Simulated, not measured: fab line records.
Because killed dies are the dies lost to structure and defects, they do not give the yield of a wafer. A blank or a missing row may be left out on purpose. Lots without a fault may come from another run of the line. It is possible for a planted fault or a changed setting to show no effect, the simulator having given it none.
Struck lot and sound lot, side by side	flow n5 finfet	15 out of 1938 route steps
Sound: these wafers, L706.4, L706.5, L706.6. Struck: wafer L712.2. (L712.1 of the same lot was not struck and is left out.) The cause comes at the end.
Per side, at each step with rows, come the tool, then ch with its chambers, and then its first start. Under that, the readings that differ: sound wafers	struck wafers	difference of the means	sigmas: that difference in standard deviations of wafers without a fault.
alike: same words and numbers on both sides, and readings whose means sit less than 2 such deviations apart. not compared: any withheld reading, any reading some wafer has no value for, any bound like >300 that may hide the same value, and any number with overlapping values for which the record gives no deviation.
Wherever a step has rows on one side only, a row that says differs or no value, or a row with sigmas, the two part there. When numbers do not overlap yet have no deviation, they are printed without sigmas and do not part them. Lack of a reading on every wafer of one side parts them only where that side has two or more wafers.

first, 2 steps without rows for these wafers: N5_PASSIVATION_DEVELOP_29 (develop time 60 s); N5_PASSIVATION_HARDBAKE_31 (time 120 s).
N5_PASSIVATION_CD_MEAS_30: target cd 4000 nm.
  sound on cd sem-01 ch 0, day 13 05:14; struck on cd sem-03 ch 0, day 14 21:44
  alike: cd nm
N5_PASSIVATION_OVL_MEAS_63:
  sound on overlay-02 ch 0, day 13 05:16; struck on overlay-02 ch 0, day 14 21:46
reading	sound	struck	difference	sigmas
PAD_OVL (nm)	3 -2 -1	-17	-17	-3
N5_PASSIVATION_INSPECT_64: inspects for defects (macro).
  sound on defect inspect-01, day 13 05:17; struck on defect inspect-01, day 14 21:47
reading	sound	struck	difference	sigmas
raw defect count	9 4 3	2	-3	-2
N5_PASSIVATION_DESCUM_32: chemistry O2, time 7.9 s.
  sound on rie diel-01 ch 0,3, day 13 05:41; struck on rie diel-02 ch 2, day 14 21:50
  alike: bias power w, drypump motor current A, oes product au, rf vpp V, showerhead plenum p Torr, throttle valve pct
  not compared: rf hours counter h
N5_PASSIVATION_AL_ETCH_33: etches Al in Cl2/BCl3, stops on TaN, target depth 2800 nm, time 466.7 s.
  sound on rie metal-01 ch 0,1, day 13 05:55; struck on rie metal-03 ch 0, day 14 21:55
reading	sound	struck	difference	sigmas
rf hours counter h (h)	- - -	71	no value on the sound wafers	
  alike: drypump motor current A, oes product au, throttle valve pct
N5_PASSIVATION_ETCH_59: etches TaN in Cl2/BCl3, target depth 65 nm, time 34.9 s.
  sound on rie metal-01 ch 0,1, day 13 06:13; struck on rie metal-03 ch 0, day 14 22:19
reading	sound	struck	difference	sigmas
rf hours counter h (h)	- - -	71	no value on the sound wafers	
  alike: drypump motor current A, oes product au, throttle valve pct
N5_PASSIVATION_STRIP_34: strips in O2.
  sound on rie diel-02 ch 0,3, day 13 06:18; struck on rie diel-06 ch 2, day 14 22:26
  alike: drypump motor current A, oes product au, rf vpp V, showerhead plenum p Torr, throttle valve pct
  not compared: rf hours counter h
then, 3 steps without rows for these wafers: N5_PASSIVATION_STRIP_51 (strips in post etch residue remover, time 1200 s); N5_PASSIVATION_CLEAN_69 (cleans in IPA, time 180 s); N5_PASSIVATION_SRD_70 (time 30 s).
N5_PASSIVATION_PECVD_53: deposits SiO2 from TEOS/O2, target thk 800 nm, time 169.4 s.
  sound on pecvd-03 ch 0,1,2, day 13 06:52; struck on pecvd-01 ch 2, day 14 22:56
reading	sound	struck	difference	sigmas
run length s (s)	198.8 196.6 197.2	149.0	-48.5	-80
model.SiO2_of_PASSIVATION_PECVD_53.thk nm (nm)	804.4 801.8 811.8	566.8	-239.2	
N5_PASSIVATION_PECVD_35: deposits SiNx from SiH4/NH3/N2, target thk 700 nm, time 151.3 s.
  sound on pecvd-03 ch 0,1,2, day 13 06:58; struck on pecvd-01 ch 2, day 14 23:02
  alike: heater power w, run length s, showerhead plenum p Torr, throttle valve pct
N5_PASSIVATION_PROBE_49:
  sound on prober-01, day 13 11:01; struck on prober-02, day 15 02:40
  alike: defect limited yield, killed_at_M0_to_M3, killed_at_M4_up, killed at contacts, killed at front end, killed at other, killed dies, killed open, killed short, sort_bin_5_function, sort_bin_6_memory, sort_bin_8_speed, sort n pass

== WHERE THEY PART ==
At N5_PASSIVATION_OVL_MEAS_63 first; at N5_PASSIVATION_PECVD_53 last (within this record only). Later steps at which nothing parts them and some readings are alike: N5_PASSIVATION_PECVD_35, N5_PASSIVATION_PROBE_49.

WHY: the cause the simulator had injected
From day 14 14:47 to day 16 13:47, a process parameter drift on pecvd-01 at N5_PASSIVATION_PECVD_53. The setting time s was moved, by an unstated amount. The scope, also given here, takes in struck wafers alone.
